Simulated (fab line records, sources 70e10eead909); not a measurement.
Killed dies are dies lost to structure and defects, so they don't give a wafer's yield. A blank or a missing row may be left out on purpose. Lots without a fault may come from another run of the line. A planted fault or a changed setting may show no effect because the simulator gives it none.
Which tool did it? | flow nand_harc | 12 lots, 36 wafers sampled, at 5 steps of a route of 1302

WHAT THE GAUGES READ, wafer by wafer
NHARC_THIN_TSV_CD_MEAS_37. Usual: cd_nm 4998.9 nm, standard deviation 2.9.
lot  | measured     | on        | cd_nm (nm)           | flag
L255 | day 24 18:50 | cd_sem-01 | 4998.5 4998.5 4998.2 |
L256 | day 24 17:41 | cd_sem-01 | 5004.6 5002.1 5001.0 |
L258 | day 25 06:48 | cd_sem-02 | 4993.7 4998.3 5001.4 |
L259 | day 26 15:52 | cd_sem-03 | 4995.4 4996.0 4997.7 |
L260 | day 27 01:24 | cd_sem-02 | 4999.8 4996.7 4994.4 |
L268 | day 29 18:54 | cd_sem-03 | 4998.9 4993.9 4997.2 |
L269 | day 30 13:55 | cd_sem-02 | 5000.9 4997.8 5001.3 |
L271 | day 30 15:14 | cd_sem-01 | 4993.8 4998.3 4994.7 |
L272 | day 32 11:15 | cd_sem-01 | 4998.2 4999.9 5003.6 |
L274 | day 32 19:51 | cd_sem-03 | 4995.5 4993.2 4993.1 |
L275 | day 32 22:16 | cd_sem-01 | 4996.3 5001.3 5000.8 |
L278 | day 33 06:25 | cd_sem-01 | 4998.0 5000.9 5002.8 |

NHARC_END_SORT_01. Usual: defect_limited_yield 91.6 %, standard deviation 2.8; killed_at_array 53, standard deviation 19; killed_at_other 0.8, standard deviation 1.2; killed_at_periphery 3.7, standard deviation 2.3; killed_dies 57, standard deviation 19; killed_open 3.2, standard deviation 1.7; killed_short 2.6, standard deviation 1.8; sort_bin_2_pct 3.0 %, standard deviation 1.2; sort_bin_3_pct 0.7 %, standard deviation 0.4; sort_bin_4_pct 4.8 %, standard deviation 1.5; sort_n_pass 620, standard deviation 19; sort_rim_yield_pct 90 %, standard deviation 4.8; sort_yield_pct 91.6 %, standard deviation 2.8.
lot  | measured     | on        | defect_limited_yield (%) | killed_at_array | killed_at_other | killed_at_periphery | killed_dies | killed_open | killed_short | sort_bin_2_pct (%) | sort_bin_3_pct (%) | sort_bin_4_pct (%) | sort_n_pass | sort_rim_yield_pct (%) | sort_yield_pct (%) | flag
L258 | day 25 17:05 | prober-02 | 0.3 93.6 0.1             | 25 37 31        | 638 0 639       | 12 6 6              | 675 43 676  | 5 2 6       | 2 3 4        | 96.3 2.2 96.3      | 0.4 0.3 0.1        | 3.0 3.8 3.4        | 2 634 1     | 0 91 0                 | 0.3 93.6 0.1       | OFF
L259 | day 27 00:16 | prober-01 | 87.3 85.5 0              | 85 95 82        | 0 0 594         | 1 3 1               | 86 98 677   | 3 3 0       | 0 3 0        | 5.6 5.9 93.5       | 0.9 1.2 0.9        | 6.2 7.4 5.6        | 591 579 0   | 82 86 0                | 87.3 85.5 0        | OFF

WHICH TOOL RAN EACH LOT (tool, then ch and the chambers of the sampled wafers, then the start)
lot  | NHARC_A_BONDPAD_ETCH_24                       | NHARC_A_BONDPAD_PVD_17                  | NHARC_THIN_TSV_PVD_51
L255 | rie_diel-09 ch 2,3, day 24 14:30 or earlier   | pvd_sputter-02, day 24 14:30 or earlier | pvd_sputter-01, day 24 14:30
L256 | rie_diel-09 ch 0,2, day 24 13:22 or earlier   | pvd_sputter-03, day 24 13:22 or earlier | pvd_sputter-03, day 24 13:22
L258 | rie_diel-10 ch 0,1,2, day 25 02:30 or earlier | pvd_sputter-03, day 25 02:30 or earlier | pvd_sputter-01, day 25 02:30
L259 | rie_diel-10 ch 2,3, day 26 11:43 or earlier   | pvd_sputter-01, day 26 11:43 or earlier | pvd_sputter-01, day 26 11:43
L260 | rie_diel-09 ch 1,2,3, day 26 20:46 or earlier | pvd_sputter-03, day 26 20:46 or earlier | pvd_sputter-02, day 26 20:46
L268 | rie_diel-09 ch 0,2,3, day 29 14:32 or earlier | pvd_sputter-03, day 29 14:32 or earlier | pvd_sputter-01, day 29 14:32
L269 | rie_diel-10 ch 0,1, day 29 12:09              | pvd_sputter-02, day 30 09:39 or earlier | pvd_sputter-02, day 30 09:39
L271 | rie_diel-09 ch 1,2, day 30 10:58 or earlier   | pvd_sputter-01, day 30 10:58 or earlier | pvd_sputter-01, day 30 10:58
L272 | rie_diel-10 ch 0,2,3, day 32 06:58 or earlier | pvd_sputter-01, day 32 06:58 or earlier | pvd_sputter-01, day 32 06:58
L274 | rie_diel-09 ch 0,1,2, day 32 15:34 or earlier | pvd_sputter-01, day 32 15:34 or earlier | pvd_sputter-03, day 32 15:34
L275 | rie_diel-10 ch 0,2, day 32 17:56 or earlier   | pvd_sputter-02, day 32 17:56 or earlier | pvd_sputter-03, day 32 17:56
L278 | rie_diel-09 ch 1,2,3, day 33 02:08 or earlier | pvd_sputter-01, day 33 02:08 or earlier | pvd_sputter-03, day 33 02:08
- NHARC_A_BONDPAD_ETCH_24: etches the open film in CF4/N2, target depth 30 nm, time 72.99 s.
- NHARC_A_BONDPAD_PVD_17: deposits TaN, target thk 5 nm, time 8.06 s.
- NHARC_THIN_TSV_PVD_51: deposits Cu, target thk 100 nm.

WHAT THE TOOLS THEMSELVES READ (means of the sampled wafers that have a number; where no wafer has one, the mark that the record gives instead)
NHARC_A_BONDPAD_ETCH_24. Usual: drypump_motor_current_A 5.7 A, standard deviation 0.36; oes_product_au 0.998 a.u., standard deviation 0.011; rf_vpp_V 313.7 V, standard deviation 2.2; showerhead_plenum_p_Torr 2.60 Torr, standard deviation 0.13; throttle_valve_pct 19.794 %, standard deviation 0.0087.
lot  | tool        | drypump_motor_current_A (A) | oes_product_au (a.u.) | rf_vpp_V (V) | showerhead_plenum_p_Torr (Torr) | throttle_valve_pct (%) | flag
L255 | rie_diel-09 | 6.0                         | 1.001                 | 311.1        | 2.46                            | 19.788                 |
L256 | rie_diel-09 | 5.4                         | 1.010                 | 314.6        | 2.66                            | 19.792                 |
L258 | rie_diel-10 | 5.6                         | 0.998                 | 315.1        | 2.67                            | 19.796                 |
L259 | rie_diel-10 | 6.1                         | 0.990                 | 313.3        | 2.60                            | 19.782                 |
L260 | rie_diel-09 | 5.8                         | 1.001                 | 311.3        | 2.45                            | 19.795                 |
L268 | rie_diel-09 | 5.7                         | 0.997                 | 312.9        | 2.55                            | 19.785                 |
L269 | rie_diel-10 | 5.4                         | 1.004                 | 313.3        | 2.60                            | 19.791                 |
L271 | rie_diel-09 | 5.7                         | 0.995                 | 313.4        | 2.57                            | 19.798                 |
L272 | rie_diel-10 | 5.9                         | 1.001                 | 314.2        | 2.67                            | 19.797                 |
L274 | rie_diel-09 | 5.5                         | 1.001                 | 315.2        | 2.67                            | 19.793                 |
L275 | rie_diel-10 | 5.7                         | 0.995                 | 316.4        | 2.74                            | 19.789                 |
L278 | rie_diel-09 | 5.8                         | 1.003                 | 312.5        | 2.57                            | 19.795                 |

NHARC_A_BONDPAD_PVD_17. Usual: chamber_pressure_pa 0.12 Pa, standard deviation 0.00022; throttle_valve_pct 30.0 %, standard deviation 1.1.
lot  | tool           | chamber_pressure_pa (Pa) | throttle_valve_pct (%) | flag
L255 | pvd_sputter-02 | 0.12                     | 30.9                   |
L256 | pvd_sputter-03 | 0.12                     | 29.9                   |
L258 | pvd_sputter-03 | 0.12                     | 28.1                   |
L259 | pvd_sputter-01 | 0.12                     | 30.5                   |
L260 | pvd_sputter-03 | 0.12                     | 28.4                   |
L268 | pvd_sputter-03 | 0.12                     | 28.1                   |
L269 | pvd_sputter-02 | 0.12                     | 30.2                   |
L271 | pvd_sputter-01 | 0.12                     | 30.4                   |
L272 | pvd_sputter-01 | 0.12                     | 30.4                   |
L274 | pvd_sputter-01 | 0.12                     | 30.3                   |
L275 | pvd_sputter-02 | 0.12                     | 30.5                   |
L278 | pvd_sputter-01 | 0.12                     | 30.0                   |

NHARC_THIN_TSV_PVD_51. Usual: chamber_pressure_pa 5.001 Pa, standard deviation 0.0097; throttle_valve_pct 30.0 %, standard deviation 1.1.
lot  | tool           | chamber_pressure_pa (Pa) | throttle_valve_pct (%) | flag
L255 | pvd_sputter-01 | 5.005                    | 29.9                   |
L256 | pvd_sputter-03 | 4.997                    | 29.3                   |
L258 | pvd_sputter-01 | 4.996                    | 30.2                   |
L259 | pvd_sputter-01 | 4.993                    | 30.3                   |
L260 | pvd_sputter-02 | 5.001                    | 30.4                   |
L268 | pvd_sputter-01 | 4.993                    | 30.4                   |
L269 | pvd_sputter-02 | 5.004                    | 30.6                   |
L271 | pvd_sputter-01 | 4.994                    | 30.5                   |
L272 | pvd_sputter-01 | 4.984                    | 30.5                   |
L274 | pvd_sputter-03 | 5.012                    | 29.6                   |
L275 | pvd_sputter-03 | 4.997                    | 28.6                   |
L278 | pvd_sputter-03 | 4.998                    | 29.6                   |

THE ANSWER, worked out from the rows above alone
Rule: a lot is off if the mean of its wafers that have a number lies more than 3 standard deviations from the usual mean. A lot without any number at a reading at which 4 lots or more have one is off too. The other lots that the step has rows for count as sound. The gauges are gone through in route order, then the tools' own readings, and for those a lot's mean is taken as printed above. The first step at which some lot is off is used, and at that step the reading that is off furthest; a lot without a number counts as furthest.
Off: L258, L259, at NHARC_END_SORT_01 (killed_at_other). Neither off nor sound, because the step has no rows for them: L255, L256, L260, L268, L269, L271, L272, L274, L275, L278.
A tool fits if, at a process step before that reading, it ran every lot that is off, and no sound lot after the first of them. The gauges at NHARC_END_SORT_01 are tried like those tools. NHARC_A_BONDPAD_ETCH_24 gives no start for some lots, so the hours and the order of its lots are those of NHARC_THIN_TSV_PVD_51. NHARC_A_BONDPAD_PVD_17 gives no start for some lots, so the hours and the order of its lots are those of NHARC_THIN_TSV_PVD_51. Can't be told from this: 2 tools fit, rie_diel-10 at NHARC_A_BONDPAD_ETCH_24, pvd_sputter-01 at NHARC_THIN_TSV_PVD_51.

WHAT THE SIMULATOR HAD PUT IN
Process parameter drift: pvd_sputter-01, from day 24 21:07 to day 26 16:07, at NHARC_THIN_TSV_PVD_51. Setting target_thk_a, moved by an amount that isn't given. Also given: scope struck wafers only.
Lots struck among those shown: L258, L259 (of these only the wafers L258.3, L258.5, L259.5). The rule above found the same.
